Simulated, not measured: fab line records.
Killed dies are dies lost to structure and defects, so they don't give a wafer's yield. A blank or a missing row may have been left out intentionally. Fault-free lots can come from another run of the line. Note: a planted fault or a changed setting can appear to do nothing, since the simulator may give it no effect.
A lot that was struck, set against a sound lot    flow nand-harc    33 out of 1302 route steps
Sound: wafers L374.2, L374.3, L374.6. Struck: wafer L378.2 (left out: L378.1, L378.3 of the same lot, which were not struck); the cause appears at the end.
Per side, at each step with rows, come the tool, then ch with its chambers, and then its first start. Under that, the readings that differ: sound wafers    struck wafers    difference of the means    sigmas: that difference in standard deviations of wafers without a fault.
alike: readings with means less than 2 such deviations apart, plus words and numbers identical on both sides. not compared: withheld readings, readings lacking a value on some wafer, bounds such as >300 that could conceal the same value, and numbers that have no deviation in the record and whose values overlap.
A row with sigmas, a row that says differs or no value, or rows on one side alone: a step with any of these is where the two part. When numbers do not overlap yet have no deviation, they are printed without sigmas and do not part them. Lack of a reading on every wafer of one side parts them only where that side has two or more wafers.

first, 1 step without rows for these wafers: NHARC_A_STAIRCASE_DESCUM_270 (chemistry O2, time 3 s).
NHARC_A_STAIRCASE_ETCH_271: etches the open film in CF4/CHF3.
  sound on rie-diel-01 ch 0,2, day 22 02:20; struck on rie-diel-01 ch 1, day 23 15:43
  alike: drypump-motor-current-A, oes-product-au, rf-vpp-V, showerhead-plenum-p-Torr, throttle-valve-pct
  not compared: rf-hours-counter-h
NHARC_A_STAIRCASE_HM_OPEN_457: chemistry O2/COS.
  sound: rie-diel-01 ch 0,1,3; struck: rie-diel-01 ch 2
reading                 sound                 struck  difference  sigmas
oes-product-au (a.u.)   1.004 1.013 1.029     0.995   -0.020      -2
throttle-valve-pct (%)  28.310 28.324 28.327  28.343  +0.023      +2
  alike: drypump-motor-current-A, rf-vpp-V, showerhead-plenum-p-Torr
  not compared: rf-hours-counter-h
then, 1 step without rows for these wafers: NHARC_A_STAIRCASE_STRIP_458 (strips in O2/COS).
NHARC_A_STAIRCASE_ETCH_451: etches the open film in CF4/O2, target depth 30 nm, overetch 3 nm, time 16.5 s.
  sound: rie-diel-01 ch 0,1,2; struck: rie-diel-01 ch 3
  alike: drypump-motor-current-A, oes_f_703_au, oes-product-au, rf-vpp-V, showerhead-plenum-p-Torr, throttle-valve-pct
  not compared: rf-hours-counter-h
then, 6 steps without rows for these wafers: NHARC_A_STAIRCASE_ETCH_273 (etches the open film in C4F8/O2/Ar, target depth 10200 nm, time 2468.6 s); NHARC_A_STAIRCASE_STRIP_274 (strips in O2); NHARC_A_STAIRCASE_STRIP_275 (strips in SPM, time 900 s); NHARC_A_STAIRCASE_PRECLEAN_276 (cleans in SC1); NHARC_A_STAIRCASE_SRD_277; NHARC_A_STAIRCASE_HM_DEP_459 (deposits aC, target thk 1500 nm).
NHARC_A_STAIRCASE_DEP_280: deposits SiON, target thk 30 nm.
  sound on pecvd-04 ch 0,1, day 22 09:32; struck on pecvd-04 ch 0, day 23 22:48
reading               sound              struck  difference  sigmas
rf-fwd-power-W (W)    349.8 348.0 349.5  209.4   -139.7      -99 or more
showerhead-vpp-V (V)  1135 1138 1135     890     -246        -5
  alike: heater-power-w
then, 15 steps without rows for these wafers: NHARC_A_STAIRCASE_DEHYDRATE_281 (time 120 s); NHARC_A_STAIRCASE_HMDS_282 (time 30 s); NHARC_A_STAIRCASE_COAT_283; NHARC_A_STAIRCASE_SOFTBAKE_284 (time 170 s); NHARC_A_STAIRCASE_EBR_285; NHARC_A_STAIRCASE_EXPOSE_286 (exposes mask CHOP 100); NHARC_A_STAIRCASE_PEB_287 (peb time 130 s); NHARC_A_STAIRCASE_DEVELOP_288 (time 140 s); NHARC_A_STAIRCASE_HARDBAKE_290 (time 140 s); NHARC_A_STAIRCASE_DESCUM_291 (chemistry O2, time 3 s); NHARC_A_STAIRCASE_ETCH_292 (etches the open film in CF4/CHF3); NHARC_A_STAIRCASE_HM_OPEN_460 (chemistry O2/COS); NHARC_A_STAIRCASE_STRIP_461 (strips in O2/COS); NHARC_A_STAIRCASE_ETCH_452 (etches the open film in CF4/O2, target depth 30 nm, overetch 3 nm, time 16.5 s); NHARC_A_STAIRCASE_ETCH_294 (etches the open film in C4F8/O2/Ar, target depth 4989 nm, time 1211.6 s).
NHARC_A_STAIRCASE_STRIP_295: strips in O2.
  sound: rie-diel-01 ch 1,3; struck: rie-diel-04 ch 1
reading       sound           struck  difference  sigmas
rf-vpp-V (V)  56.3 58.4 55.8  59.0    +2.2        +3
  alike: drypump-motor-current-A, oes-product-au, showerhead-plenum-p-Torr, throttle-valve-pct
  not compared: rf-hours-counter-h
then, 3 steps without rows for these wafers: NHARC_A_STAIRCASE_STRIP_296 (strips in SPM, time 900 s); NHARC_A_STAIRCASE_PRECLEAN_297 (cleans in SC1); NHARC_A_STAIRCASE_SRD_298.
NHARC_A_STAIRCASE_HM_DEP_462: deposits aC, target thk 800 nm.
  sound on acl-dep-01 ch 0, day 22 13:35; struck on acl-dep-03 ch 0, day 24 05:58
reading  sound  struck                    difference                    sigmas
hold     - - -  await-dispo/2.4h/release  no value on the sound wafers  
  alike: throttle-valve-pct
after that, 1 step had no rows for these wafers: NHARC_END_SORT_01.

## WHERE THEY PART
First at NHARC_A_STAIRCASE_HM_OPEN_457; last, within this record, at NHARC_A_STAIRCASE_HM_DEP_462.

WHY: what the simulator had put in
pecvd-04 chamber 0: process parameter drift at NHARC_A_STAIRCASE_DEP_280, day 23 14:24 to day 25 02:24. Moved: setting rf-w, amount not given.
